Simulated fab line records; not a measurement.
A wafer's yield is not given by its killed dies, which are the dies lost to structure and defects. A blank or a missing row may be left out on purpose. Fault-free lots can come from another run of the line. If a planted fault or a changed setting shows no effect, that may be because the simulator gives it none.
Matching of chambers -- flow n5 finfet -- ald metal-01 running N5_MOL_CONTACT_COAG_ALD_20: 4 sister chambers
The step deposits TiN, target thk 1.5 nm, pulse time 1 s, purge time 3 s. 4 wafers are shown with their chamber, then 12 later ones without.

EACH WAFER AND ITS CHAMBER
wafer,chamber,heater power w (W)
L089.4,2,848
L090.2,3,763
L090.4,1,791
L090.5,0,876

WAFERS MISSING THEIR CHAMBER
wafer,heater power w (W)
L091.1,781
L091.2,846
L091.4,787
L092.1,777
L092.4,849
L092.6,784
L094.2,758
L094.3,855
L094.4,842
L095.2,861
L095.3,795
L095.5,836

WHICH CHAMBER EACH WENT THROUGH
wafer,from the rows above,in truth
L091.1,can't be placed: 1 or 3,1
L091.2,2,2
L091.4,1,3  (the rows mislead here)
L092.1,can't be placed: 1 or 3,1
L092.4,2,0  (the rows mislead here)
L092.6,can't be placed: 1 or 3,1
L094.2,3,3
L094.3,can't be placed: 2 or 0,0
L094.4,2,2
L095.2,can't be placed: 2 or 0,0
L095.3,1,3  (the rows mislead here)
L095.5,2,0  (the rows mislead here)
Correctly placed: 3 of 12. Unplaceable from these rows: 5, with the true chamber sitting among the candidates in 5. 4 placed wrongly.
How it was worked out, from the rows above alone: a wafer's distance from a chamber is the root of the sum, over the readings, of the square of ((its reading less the chamber's mean) divided by the reading's scatter). The wafer belongs to the nearest chamber; if the next one is less than 2 further off, it can't be placed. A chamber's mean is the mean of its shown wafers. The scatter: root of mean squared gap, hidden wafer to nearest shown wafer, with one shown wafer a chamber.
